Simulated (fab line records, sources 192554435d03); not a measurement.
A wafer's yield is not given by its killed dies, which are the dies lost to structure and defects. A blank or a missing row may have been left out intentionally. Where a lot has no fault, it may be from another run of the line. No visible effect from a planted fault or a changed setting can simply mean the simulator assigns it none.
fab line records	flow n5-finfet
record lots=6	wafers=18	last-day=19
route steps=1938 shown MOL_CONTACT_COAG@529 PASSIVATION@1936
lots untouched by any fault: they come from a run of this same line in which no faults occurred
start-h: the number of hours between the record's first day and the start of the first shown wafer of the lot	wait-h: hours since the lot's step before	" same as the row above	L1.1+2: one row covering several wafers at once	- either no value or no given start	* or withheld: withheld	< > ~ a bound
route shown NAME@n: names a module that has steps shown in the file, with the first one's number in the route	usual: mean/standard deviation taken from wafers without a fault	same: alike in all rows	chamber/n: place in a boat	sites: each site's reading	_std_site: their standard deviation	_edge_site: mean of outer sites minus mean of inner sites	radius-mm: how far each site lies from the wafer's centre	mask NAME#n: copy n	behind: the tool/chamber that last shaped the wafer	hold: why the lot was held/for how many hours/how that ended	device: the transistor (n, p or np) that didn't switch	end of line: tests of these same wafers at the route's end	where a step has no rows: the recipe by itself	killed: at the first sort, the dies lost to defects and structure; wafer yield is something else	map: a wafer's dies, x killed, . not, _ none there
set.NAME: the run value of the setting; set.NAME@STEP: its run value at that earlier step	model.NAME: the simulator's own value behind a step, which no gauge read
lots seen at some steps along the route; tables by step, rows by wafer
services: when a tool's chamber went out of use (start-h, in hours from the record's first day, below 0 if earlier), for how many hours, and the reason
## steps
# step N5_MOL_CONTACT_COAG_DESCUM_13
# recipe chemistry=O2	time-s=7	source-power-w=50	bias-power-w=20	pressure-mtorr=20	rf-frequency-hz=2.712e+07	temp-c=40	resist=CAR-EUV	o2-flow-sccm=225
# step N5_MOL_CONTACT_COAG_ETCH_59
# recipe chemistry=N2/H2	target=underlayer	target-depth-a=130	mask-material=CAR-EUV	time-s=10.4	ion-energy-ev=200	pressure-mtorr=30	source-w=840	bias-w=150	n2-flow-sccm=200	h2-flow-sccm=200	ends=cleared
# usual drypump-motor-current-A=5.49/0.23	etch-rf-on-time-s=10.40/0.16	oes-product-au=0.68/0.066	rf-vpp-V=523.8/2.3	showerhead-plenum-p-Torr=2.54/0.078	throttle-valve-pct=17.79/0.22
lot.wafer	tool	chamber	start-h	wait-h	drypump-motor-current-A	etch-rf-on-time-s	oes-product-au	rf-hours-counter-h	rf-vpp-V	showerhead-plenum-p-Torr	throttle-valve-pct
L395.2	rie-diel-06	1	97.14	0.0	5.85	10.22	0.71	60	524.4	2.58	17.46
L395.3	"	3	"	"	5.32	10.28	0.71	96	523.8	2.57	17.97
L395.4	"	0	"	"	5.53	10.52	0.65	151	522.3	2.43	17.95
L404.2	rie-diel-06	1	148.64	0.0	5.84	10.29	0.70	76	523.7	2.57	17.51
L404.5	"	3	"	"	5.37	10.19	0.69	-	525.1	2.56	17.98
L404.6	"	2	"	"	5.30	10.22	0.62	-	523.4	2.53	17.65
L406.1	rie-diel-05	0	161.94	0.0	5.12	10.56	0.64	159	525.6	2.64	18.13
L406.3	"	2	"	"	5.91	10.74	0.61	192	523.4	2.53	17.67
L406.5	"	3	"	"	5.62	10.36	0.79	-	526.3	2.60	17.64
L412.1	rie-diel-03	3	196.57	0.0	5.28	10.47	0.72	53	523.9	2.58	18.00
L412.2	"	2	"	"	5.62	10.55	0.63	152	517.7	2.34	17.86
L412.6	"	0	"	"	5.46	10.61	0.61	-	524.2	2.54	17.79
L415.2	rie-diel-06	2	217.04	0.0	5.29	10.27	0.61	206	523.3	2.52	17.67
L415.3	"	1	"	"	5.86	10.12	0.68	99	524.4	2.56	17.53
L415.6	"	2	"	"	5.28	10.34	0.61	-	522.9	2.52	17.69
L417.2	rie-diel-03	0	231.16	0.0	5.44	10.53	0.62	182	523.6	2.53	17.81
L417.3	"	1	"	"	5.47	10.28	0.74	59	526.1	2.57	17.48
L417.5	"	2	"	"	5.60	10.34	0.63	-	517.0	2.33	17.87
# step N5_MOL_CONTACT_COAG_ETCH_105
# recipe chemistry=CF4	target=SiARC	target-depth-a=156	mask-material=CAR-EUV	time-s=26	ion-energy-ev=80	pressure-mtorr=40	source-w=545	bias-w=36	Ar_flow_sccm=100	cf4-flow-sccm=100	ends=cleared
# step N5_MOL_CONTACT_COAG_ETCH_106
# recipe chemistry=N2/H2	target=SOC	target-depth-a=800	overetch-a=160	mask-material=SiARC	temp-c=40	time-s=120	ion-energy-ev=200	pressure-mtorr=30	source-w=840	bias-w=150	n2-flow-sccm=200	h2-flow-sccm=200
# usual drypump-motor-current-A=5.49/0.22	oes-product-au=0.71/0.066	rf-vpp-V=523.8/2.3	showerhead-plenum-p-Torr=2.54/0.078	throttle-valve-pct=17.76/0.22
lot.wafer	tool	chamber	start-h	wait-h	drypump-motor-current-A	oes-product-au	rf-hours-counter-h	rf-vpp-V	showerhead-plenum-p-Torr	throttle-valve-pct
L395.2	rie-diel-06	1	97.19	0.0	5.84	0.74	60	523.7	2.58	17.44
L395.3	"	3	"	"	5.33	0.74	96	524.6	2.57	17.94
L395.4	"	0	"	"	5.55	0.69	151	520.2	2.43	17.90
L404.2	rie-diel-06	1	148.68	0.0	5.87	0.73	76	524.6	2.57	17.47
L404.5	"	3	"	"	5.33	0.72	-	523.8	2.56	17.96
L404.6	"	2	"	"	5.29	0.65	-	523.6	2.53	17.61
L406.1	rie-diel-05	0	161.99	0.0	5.12	0.67	159	527.1	2.64	18.10
L406.3	"	2	"	"	5.90	0.65	192	522.9	2.53	17.62
L406.5	"	3	"	"	5.62	0.82	-	526.4	2.60	17.63
L412.1	rie-diel-03	3	196.61	0.0	5.34	0.76	53	522.5	2.58	17.98
L412.2	"	2	"	"	5.59	0.67	152	520.0	2.33	17.83
L412.6	"	0	"	"	5.44	0.65	-	524.3	2.54	17.76
L415.2	rie-diel-06	2	217.08	0.0	5.25	0.64	206	523.0	2.52	17.65
L415.3	"	1	"	"	5.88	0.71	99	524.3	2.56	17.51
L415.6	"	2	"	"	5.26	0.64	-	522.4	2.52	17.65
L417.2	rie-diel-03	0	231.21	0.0	5.44	0.65	182	523.2	2.53	17.79
L417.3	"	1	"	"	5.43	0.77	59	525.2	2.57	17.46
L417.5	"	2	"	"	5.63	0.66	-	518.3	2.33	17.86
# step N5_MOL_CONTACT_COAG_STRIP_107
# recipe chemistry=N2/H2	temp-c=40	n2-flow-sccm=200	h2-flow-sccm=200	rf-frequency-hz=6e+07
# step N5_MOL_CONTACT_COAG_STRIP_108
# recipe chemistry=N2/H2	temp-c=40	n2-flow-sccm=200	h2-flow-sccm=200	rf-frequency-hz=6e+07
# step N5_MOL_CONTACT_COAG_CONTACT_ETCH_14
# recipe chemistry=C4F6/O2	target=SiO2	target-depth-a=275	overetch-a=85	mask-material=SOC	pressure-mtorr=30	source-w=370	bias-w=185	Ar_flow_sccm=300	C4F6_flow_sccm=16	O2_flow_sccm=10	time-s=20	ion-energy-ev=259.6
# usual C4F6_flow_sccm=16.00/0.044	O2_flow_sccm=10.00/0.033	drypump-motor-current-A=5.48/0.22	mfc-ar-sccm=300.0/0.86	oes_o_777_au=0.79/0.073	oes-product-au=0.68/0.063	rf-vpp-V=693/3.1	showerhead-plenum-p-Torr=2.88/0.081	throttle-valve-pct=21.21/0.22
lot.wafer	tool	chamber	start-h	wait-h	C4F6_flow_sccm	O2_flow_sccm	drypump-motor-current-A	mfc-ar-sccm	oes_o_777_au	oes-product-au	rf-hours-counter-h	rf-vpp-V	showerhead-plenum-p-Torr	throttle-valve-pct
L395.2	rie-diel-06	1	97.29	0.0	16.01	9.97	5.85	301.2	0.82	0.71	60	694	2.93	20.85
L395.3	"	3	"	"	16.04	10.01	5.32	299.4	0.83	0.70	96	695	2.91	21.34
L395.4	"	0	"	"	16.03	9.92	5.52	299.8	0.75	0.66	151	689	2.77	21.43
L404.2	rie-diel-06	1	148.79	0.0	15.95	9.99	5.86	300.6	0.81	0.68	76	694	2.93	20.88
L404.5	"	3	"	"	15.87	10.02	5.32	301.7	0.81	0.68	-	693	2.90	21.38
L404.6	"	2	"	"	16.03	9.97	5.28	299.4	0.73	0.62	-	694	2.87	21.04
L406.1	rie-diel-05	0	162.09	0.0	15.93	10.02	5.11	300.0	0.77	0.64	159	696	2.98	21.56
L406.3	"	2	"	"	16.03	9.93	5.89	299.8	0.72	0.62	192	691	2.87	21.16
L406.5	"	3	"	"	15.96	9.98	5.62	300.6	0.92	0.78	-	695	2.94	21.12
L412.1	rie-diel-03	3	196.71	0.0	15.81	9.98	5.26	301.1	0.84	0.73	53	695	2.91	21.47
L412.2	"	2	"	"	16.03	10.02	5.61	299.1	0.73	0.64	152	685	2.66	21.32
L412.6	"	0	"	"	15.98	10.05	5.45	298.8	0.73	0.62	-	692	2.87	21.23
L415.2	rie-diel-06	2	217.18	0.0	15.98	10.03	5.29	301.5	0.72	0.61	206	692	2.86	21.09
L415.3	"	1	"	"	16.01	9.99	5.87	300.9	0.78	0.67	99	692	2.92	20.89
L415.6	"	2	"	"	16.02	10.06	5.28	302.2	0.71	0.61	-	692	2.86	21.07
L417.2	rie-diel-03	0	231.31	0.0	16.02	10.03	5.43	299.6	0.73	0.61	182	692	2.87	21.26
L417.3	"	1	"	"	15.97	9.96	5.48	299.4	0.85	0.73	59	692	2.91	20.90
L417.5	"	2	"	"	15.98	9.99	5.59	300.1	0.72	0.63	-	684	2.65	21.34
# step N5_MOL_CONTACT_COAG_STRIP_109
# recipe chemistry=C4F6/O2	resist=SiARC	rf-frequency-hz=6e+07
# step N5_MOL_CONTACT_COAG_ETCH_15
# recipe chemistry=CH3F/O2	target=SiNx	target-depth-a=70	mask-material=SOC	stop-on=Si:P	over-etch-frac=0.75	ion-energy-ev=120	pressure-mtorr=30	source-w=395	bias-w=73	Ar_flow_sccm=150	CH3F_flow_sccm=30	O2_flow_sccm=20
# step N5_MOL_CONTACT_COAG_ETCH_110
# recipe chemistry=CF4/O2	target=Si	target-depth-a=25	time-s=8	pressure-mtorr=100	source-w=200	bias-w=12	ion-energy-ev=60	Ar_flow_sccm=100	cf4-flow-sccm=100	O2_flow_sccm=10
# usual O2_flow_sccm=10.001/0.029	drypump-motor-current-A=5.48/0.22	mfc-ar-sccm=99.99/0.3	oes_o_777_au=0.79/0.073	oes-product-au=0.79/0.078	rf-vpp-V=128.2/1.2	showerhead-plenum-p-Torr=2.23/0.063	throttle-valve-pct=10.70/0.24
lot.wafer	tool	chamber	start-h	wait-h	O2_flow_sccm	drypump-motor-current-A	mfc-ar-sccm	oes_o_777_au	oes-product-au	rf-hours-counter-h	rf-vpp-V	showerhead-plenum-p-Torr	throttle-valve-pct
L395.2	rie-diel-06	1	97.38	0.0	10.025	5.86	99.88	0.82	0.84	60	127.5	2.26	10.31
L395.3	"	3	"	"	9.945	5.30	100.29	0.83	0.83	96	127.6	2.24	10.72
L395.4	"	0	"	"	10.006	5.52	99.87	0.76	0.76	151	127.8	2.14	10.86
L404.2	rie-diel-06	1	148.88	0.0	9.965	5.85	99.83	0.79	0.81	76	127.8	2.26	10.34
L404.5	"	3	"	"	9.997	5.34	100.39	0.82	0.81	-	128.0	2.24	10.79
L404.6	"	2	"	"	9.987	5.29	99.24	0.73	0.73	-	129.3	2.21	10.65
L406.1	rie-diel-05	0	162.18	0.0	10.026	5.13	100.10	0.75	0.75	159	125.8	2.31	11.06
L406.3	"	2	"	"	10.000	5.90	99.81	0.72	0.72	192	128.7	2.21	10.76
L406.5	"	3	"	"	10.053	5.60	99.44	0.92	0.92	-	129.2	2.27	10.46
L412.1	rie-diel-03	3	196.81	0.0	10.034	5.28	100.25	0.84	0.85	53	129.2	2.25	10.81
L412.2	"	2	"	"	10.033	5.61	100.32	0.73	0.74	152	126.0	2.06	10.86
L412.6	"	0	"	"	9.992	5.45	100.37	0.73	0.72	-	128.0	2.22	10.84
L415.2	rie-diel-06	2	217.28	0.0	9.975	5.27	100.00	0.72	0.71	206	128.4	2.21	10.74
L415.3	"	1	"	"	9.990	5.81	99.69	0.78	0.79	99	127.9	2.25	10.41
L415.6	"	2	"	"	9.992	5.28	99.97	0.71	0.71	-	127.2	2.21	10.74
L417.2	rie-diel-03	0	231.41	0.0	10.044	5.44	100.59	0.72	0.72	182	127.1	2.22	10.88
L417.3	"	1	"	"	10.033	5.43	99.98	0.85	0.86	59	130.2	2.25	10.33
L417.5	"	2	"	"	10.018	5.60	100.18	0.72	0.74	-	126.1	2.05	10.89
# step N5_MOL_CONTACT_COAG_STRIP_98
# recipe chemistry=N2/H2	power-w=500	temp-c=40	pressure-mtorr=50	rf-frequency-hz=6e+07	overash-fraction=0.3	bias-power-w=8	h2-frac=0.5	n2-flow-sccm=300	h2-flow-sccm=300
# usual drypump-motor-current-A=5.50/0.22	oes-product-au=0.80/0.078	rf-vpp-V=54.5/1.5	showerhead-plenum-p-Torr=3.36/0.099	throttle-valve-pct=18.86/0.24
lot.wafer	tool	chamber	start-h	wait-h	drypump-motor-current-A	oes-product-au	rf-hours-counter-h	rf-vpp-V	showerhead-plenum-p-Torr	throttle-valve-pct
L395.2	rie-diel-06	1	97.43	0.0	5.89	0.83	60	51.6	3.41	18.94
L395.3	"	3	"	"	5.35	0.82	96	52.6	3.39	19.19
L395.4	"	0	"	"	5.55	0.76	151	55.6	3.21	18.98
L404.2	rie-diel-06	1	148.93	0.0	5.84	0.82	76	55.7	3.40	18.94
L404.5	"	3	"	"	5.36	0.81	-	56.6	3.38	19.21
L404.6	"	2	"	"	5.30	0.72	-	55.6	3.34	18.74
L406.1	rie-diel-05	0	162.23	0.0	5.12	0.74	159	55.1	3.49	19.11
L406.3	"	2	"	"	5.94	0.73	192	55.2	3.34	18.50
L406.5	"	3	"	"	5.61	0.92	-	55.7	3.43	18.68
L412.1	rie-diel-03	3	196.86	0.0	5.29	0.86	53	58.6	3.40	19.01
L412.2	"	2	"	"	5.63	0.76	152	52.9	3.09	18.76
L412.6	"	0	"	"	5.47	0.72	-	51.9	3.35	18.65
L415.2	rie-diel-06	2	217.33	0.0	5.29	0.71	206	54.5	3.33	18.73
L415.3	"	1	"	"	5.88	0.80	99	53.5	3.39	18.97
L415.6	"	2	"	"	5.27	0.71	-	53.0	3.33	18.72
L417.2	rie-diel-03	0	231.46	0.0	5.46	0.72	182	54.1	3.35	18.68
L417.3	"	1	"	"	5.45	0.86	59	52.1	3.39	18.68
L417.5	"	2	"	"	5.62	0.73	-	55.7	3.09	18.78
# step N5_MOL_CONTACT_COAG_CD_MEAS_99
# recipe target-cd-nm=17.2	polarity=opening
# usual cd-nm=17.26/0.28
lot.wafer	tool	chamber	start-h	wait-h	cd-nm
L395.2	cd-sem-02	-	97.50	-	16.68
L395.3	"	-	"	"	17.36
L395.4	"	-	"	"	17.22
L404.2	cd-sem-02	-	149.00	-	17.14
L404.5	"	-	"	"	17.10
L404.6	"	-	"	"	17.59
L406.1	cd-sem-01	-	162.30	-	17.49
L406.3	"	-	"	"	16.80
L406.5	"	-	"	"	17.63
L412.1	cd-sem-03	-	196.93	-	17.19
L412.2	"	-	"	"	17.39
L412.6	"	-	"	"	17.20
L415.2	cd-sem-01	-	217.40	-	17.62
L415.3	"	-	"	"	17.39
L415.6	"	-	"	"	17.52
L417.2	cd-sem-03	-	231.53	-	17.54
L417.3	"	-	"	"	17.43
L417.5	"	-	"	"	17.70
# step N5_MOL_CONTACT_COAG_IMPLANT_129
# recipe species=Ge	energy-kev=3	dose-cm2=6e+14	tilt-deg=0	rotation-deg=0
# usual beam-energy-keV=3.0001/0.00096	end-station-pressure-torr=5.7e-06/3.2e-07	rotation-deg=0.001/0.017
lot.wafer	tool	chamber	start-h	wait-h	beam-energy-keV	end-station-pressure-torr	rotation-deg	model.implant.rp-nm	model.implant.drp-nm
L395.2	implanter-01	0	97.56	0.1	3.0000	5.8e-06	0.003	6.155	2.134
L395.3	"	0	"	"	2.9995	5.8e-06	0.019	6.155	2.134
L395.4	"	0	"	"	3.0009	5.8e-06	0.022	6.155	2.134
L404.2	implanter-02	0	149.06	0.1	2.9989	5.8e-06	0.016	6.311	2.134
L404.5	"	0	"	"	3.0000	5.2e-06	0.054	6.311	2.134
L404.6	"	0	"	"	3.0001	6.1e-06	-0.001	6.311	2.134
L406.1	implanter-02	0	162.34	0.0	10.048	1.16e-05	0.022	13.21	4.604
L406.3	"	0	"	"	10.050	1.13e-05	0.013	13.21	4.604
L406.5	"	0	"	"	10.050	1.14e-05	-0.017	13.21	4.604
L412.1	implanter-02	0	196.96	0.0	10.048	1.14e-05	-0.001	12.48	4.604
L412.2	"	0	"	"	10.047	1.14e-05	-0.024	12.48	4.604
L412.6	"	0	"	"	10.046	1.07e-05	0.015	12.48	4.604
L415.2	implanter-01	0	217.46	0.1	3.0008	5.1e-06	-0.012	6.195	2.134
L415.3	"	0	"	"	3.0009	5.9e-06	-0.011	6.195	2.134
L415.6	"	0	"	"	3.0006	5.9e-06	-0.015	6.195	2.134
L417.2	implanter-01	0	231.59	0.1	2.9997	5.9e-06	-0.007	6.071	2.134
L417.3	"	0	"	"	2.9983	5.9e-06	0.017	6.071	2.134
L417.5	"	0	"	"	2.9989	5.6e-06	-0.009	6.071	2.134
# step N5_MOL_CONTACT_COAG_PRECLEAN_111
# recipe chemistry=NF3:NH3	afs-cycles=1	temp-c=30	time-s=20	sublimation-temp-c=180	sublimation-time-s=60	pressure-torr=3	rf-power-w=30
# step N5_PASSIVATION_PROBE_49
# usual killed_at_M0_to_M3=36/11	killed_at_M4_up=13/5.1	killed-at-contacts=14/4.9	killed-at-front-end=41/10	killed-at-other=3.4/2.6	killed-dies=107/16	killed-open=70/11	killed-short=36/7.8
# same gross-dies=1180	killed-at-back-side=0
lot.wafer	tool	chamber	start-h	wait-h	killed_at_M0_to_M3	killed_at_M4_up	killed-at-contacts	killed-at-front-end	killed-at-other	killed-dies	killed-open	killed-short
L395.2	prober-01	-	312.83	0.1	43	10	22	38	3	116	77	36
L395.3	prober-01	-	312.88	0.1	56	7	12	35	4	114	66	46
L395.4	prober-01	-	312.93	0.2	39	10	20	32	3	104	73	28
L404.2	prober-02	-	369.17	0.1	24	4	12	67	0	107	67	40
L404.5	prober-02	-	369.32	0.2	38	15	20	46	7	126	87	36
L404.6	prober-02	-	369.37	0.3	22	8	20	48	2	100	62	38
L406.1	prober-02	-	393.91	0.0	40	12	13	44	2	111	64	46
L406.3	prober-02	-	394.01	0.1	27	10	15	50	3	105	77	27
L406.5	prober-02	-	394.11	0.2	41	17	20	41	5	124	85	37
L412.1	prober-01	-	462.36	0.0	38	9	11	44	1	103	61	41
L412.2	prober-01	-	462.41	0.1	54	10	14	54	3	135	88	43
L412.6	prober-01	-	462.61	0.3	43	14	18	39	2	116	82	33
L415.2	prober-02	-	465.15	0.2	49	6	15	32	2	104	66	37
L415.3	prober-02	-	465.20	0.3	49	11	25	31	0	116	78	38
L415.6	prober-02	-	465.35	0.4	60	18	20	21	2	121	80	38
L417.2	prober-01	-	465.20	0.1	50	10	10	30	0	100	59	34
L417.3	prober-01	-	465.25	0.2	33	10	26	39	1	109	77	27
L417.5	prober-01	-	465.35	0.3	54	14	9	34	0	111	68	40
# killed by level:class
L395.2 MOL_CONTACT_COAG:geometric-particle:open=20 STI_FIN_REVEAL:geometric-particle:open=16 BEOL_M3:geometric-particle:open=10 BEOL_M0_SAQP:geometric-particle:short=9 FIN_SAQP:geometric-particle:open=6 BEOL_M1:geometric-particle:open=6 STARTING-WAFER:geometric-particle:short=5 BEOL_M2:geometric-particle:open=4
L395.3 BEOL_M3:geometric-particle:short=13 BEOL_M3:geometric-particle:open=13 STI_FIN_REVEAL:geometric-particle:open=10 MOL_CONTACT_COAG:geometric-particle:open=10 BEOL_M0_SAQP:geometric-particle:short=9 BEOL_M2:geometric-particle:open=7 FIN_SAQP:geometric-particle:short=6 BEOL_M0_SAQP:geometric-particle:open=5
L395.4 MOL_CONTACT_COAG:geometric-particle:open=18 BEOL_M3:geometric-particle:open=18 STI_FIN_REVEAL:geometric-particle:open=12 BEOL_M3:geometric-particle:short=7 DUMMY_GATE:geometric-particle:open=5 FIN_SAQP:geometric-particle:short=4 BEOL_M2:geometric-particle:open=4 BEOL_M0_SAQP:geometric-particle:short=3
L404.2 FIN_SAQP:geometric-particle:open=21 FIN_SAQP:geometric-particle:short=21 MOL_CONTACT_COAG:geometric-particle:open=11 GATE_CUT:geometric-particle:short=5 GATE_CUT:geometric-particle:open=5 BEOL_M2:geometric-particle:open=5 STI_FIN_REVEAL:geometric-particle:open=4 BEOL_M0_SAQP:geometric-particle:open=4
L404.5 FIN_SAQP:geometric-particle:open=18 MOL_CONTACT_COAG:geometric-particle:open=17 BEOL_M0_SAQP:geometric-particle:short=11 FIN_SAQP:geometric-particle:short=10 BEOL_M0_SAQP:geometric-particle:open=9 BEOL_M1:geometric-particle:open=7 BEOL_M4:geometric-particle:open=7 BEOL_M0:geometric-particle:open=5
L404.6 MOL_CONTACT_COAG:geometric-particle:open=18 FIN_SAQP:geometric-particle:short=16 FIN_SAQP:geometric-particle:open=14 BEOL_M3:geometric-particle:open=5 STI_FIN_REVEAL:geometric-particle:open=5 BEOL_M2:geometric-particle:open=4 BEOL_M0_SAQP:geometric-particle:open=3 BEOL_M4:geometric-particle:open=3
L406.1 MOL_CONTACT_COAG:geometric-particle:open=11 FIN_SAQP:geometric-particle:short=11 FIN_SAQP:geometric-particle:open=10 BEOL_M0_SAQP:geometric-particle:short=9 BEOL_M2:geometric-particle:open=9 BEOL_M1:geometric-particle:open=6 STARTING-WAFER:geometric-particle:short=6 BEOL_M2:geometric-particle:short=4
L406.3 MOL_CONTACT_COAG:geometric-particle:open=15 FIN_SAQP:geometric-particle:open=12 FIN_SAQP:geometric-particle:short=9 DUMMY_GATE:geometric-particle:open=9 BEOL_M0_SAQP:geometric-particle:open=8 BEOL_M2:geometric-particle:open=7 STI_FIN_REVEAL:geometric-particle:open=4 BEOL_M0_SAQP:geometric-particle:short=4
L406.5 MOL_CONTACT_COAG:geometric-particle:open=16 FIN_SAQP:geometric-particle:open=11 STI_FIN_REVEAL:geometric-particle:open=10 FIN_SAQP:geometric-particle:short=9 BEOL_M0_SAQP:geometric-particle:open=9 BEOL_M1:geometric-particle:open=8 BEOL_M3:geometric-particle:open=7 BEOL_M2:geometric-particle:open=6
L412.1 FIN_SAQP:geometric-particle:short=17 MOL_CONTACT_COAG:geometric-particle:open=9 STI_FIN_REVEAL:geometric-particle:open=8 BEOL_M3:geometric-particle:open=7 BEOL_M0_SAQP:geometric-particle:open=7 BEOL_M2:geometric-particle:open=7 FIN_SAQP:geometric-particle:open=6 BEOL_M0_SAQP:geometric-particle:short=6
L412.2 FIN_SAQP:geometric-particle:open=17 FIN_SAQP:geometric-particle:short=13 BEOL_M0_SAQP:geometric-particle:short=13 BEOL_M1:geometric-particle:open=11 STI_FIN_REVEAL:geometric-particle:open=10 MOL_CONTACT_COAG:geometric-particle:open=9 BEOL_M0_SAQP:geometric-particle:open=9 BEOL_M3:geometric-particle:open=9
L412.6 STI_FIN_REVEAL:geometric-particle:open=16 BEOL_M2:geometric-particle:open=14 MOL_CONTACT_COAG:geometric-particle:open=12 BEOL_M1:geometric-particle:open=9 MOL_CONTACT_COAG:geometric-particle:short=6 BEOL_M6:geometric-particle:open=6 FIN_SAQP:geometric-particle:open=5 BEOL_M0_SAQP:geometric-particle:short=5
L415.2 MOL_CONTACT_COAG:geometric-particle:open=13 BEOL_M3:geometric-particle:open=13 GATE_CUT:geometric-particle:short=8 BEOL_M1:geometric-particle:open=7 STI_FIN_REVEAL:geometric-particle:open=7 BEOL_M0_SAQP:geometric-particle:short=7 BEOL_M3:geometric-particle:short=7 BEOL_M0_SAQP:geometric-particle:open=6
L415.3 BEOL_M3:geometric-particle:open=25 MOL_CONTACT_COAG:geometric-particle:open=21 BEOL_M0_SAQP:geometric-particle:short=11 GATE_CUT:geometric-particle:short=9 STI_FIN_REVEAL:geometric-particle:open=4 DUMMY_GATE:geometric-particle:open=4 MOL_CONTACT_COAG:geometric-particle:short=4 BEOL_M0_SAQP:geometric-particle:open=4
L417.2 BEOL_M0_SAQP:geometric-particle:open=15 BEOL_M0_SAQP:geometric-particle:short=14 BEOL_M3:geometric-particle:open=7 FIN_SAQP:geometric-particle:open=6 MOL_CONTACT_COAG:geometric-particle:open=6 DUMMY_GATE:geometric-particle:open=5 FIN_SAQP:geometric-particle:short=4 BEOL_M2:geometric-particle:open=4
L417.3 MOL_CONTACT_COAG:geometric-particle:open=20 FIN_SAQP:geometric-particle:open=9 BEOL_M3:geometric-particle:open=8 DUMMY_GATE:geometric-particle:open=7 BEOL_M0_SAQP:geometric-particle:short=7 BEOL_M0_SAQP:geometric-particle:open=6 BEOL_M1:geometric-particle:open=6 MOL_CONTACT_COAG:geometric-particle:short=5
L415.6 BEOL_M3:geometric-particle:open=16 MOL_CONTACT_COAG:geometric-particle:open=13 BEOL_M0_SAQP:geometric-particle:short=12 BEOL_M1:geometric-particle:open=7 BEOL_M2:geometric-particle:open=7 MOL_CONTACT_COAG:geometric-particle:short=6 BEOL_M0_SAQP:geometric-particle:open=6 BEOL_M4:geometric-particle:open=6
L417.5 BEOL_M0_SAQP:geometric-particle:short=16 BEOL_M1:geometric-particle:open=12 BEOL_M0_SAQP:geometric-particle:open=10 MOL_CONTACT_COAG:geometric-particle:open=8 FIN_SAQP:geometric-particle:open=7 BEOL_M1:geometric-particle:short=6 BEOL_M3:geometric-particle:open=5 ILD0:geometric-particle:open=4
## services
tool	chamber	start-h	hours	kind
rie-diel-05	3	74.42	-	clean
rie-diel-05	3	74.42	-	consumable-replace:focus-ring
rie-diel-05	3	74.42	15.5	scheduled-down
rie-diel-05	3	74.42	15.5	vent-cycle
implanter-01	-	99.99	2.7	repair
rie-diel-06	1	110.57	8.0	repair
implanter-02	-	114.20	0.5	repair
rie-diel-05	1	166.89	-	clean
rie-diel-05	1	166.89	-	consumable-replace:focus-ring
implanter-01	-	182.31	3.6	pm
implanter-02	-	190.26	2.4	repair
rie-diel-05	2	191.71	1.3	repair
## key
first-sign step=N5_MOL_CONTACT_COAG_IMPLANT_129	reading=beam-energy-keV	direction=up	sigmas=99+	usual=3.0001	struck=10.048
effect step=N5_MOL_CONTACT_COAG_IMPLANT_129	reading=end-station-pressure-torr	direction=up	sigmas=17	usual=5.7e-06	struck=1.13e-05
model-effect step=N5_MOL_CONTACT_COAG_IMPLANT_129	value=implant.rp-nm	without=6.256	struck=12.85
met-at N5_MOL_CONTACT_COAG_IMPLANT_129
struck-wafers L406.1,L406.3,L406.5,L412.1,L412.2,L412.6
tester-left-out L406,L412
onset-between 149.06 162.34
fault kind=process-parameter-drift	tool=implanter-02	chamber=-	onset-h=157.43	steps=N5_MOL_CONTACT_COAG_IMPLANT_129	channel=energy-kev	offset=7.0488	shape=step	end-h=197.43	acts-in=these-recipes-only	stated=3
# tester-left-out: of these lots the tester's yield and bins aren't shown, on N5 and GAA mostly nor the transistor test; their killed dies are dies lost to structure and defects alone, not to doping, threshold or leakage, so they don't give the yield
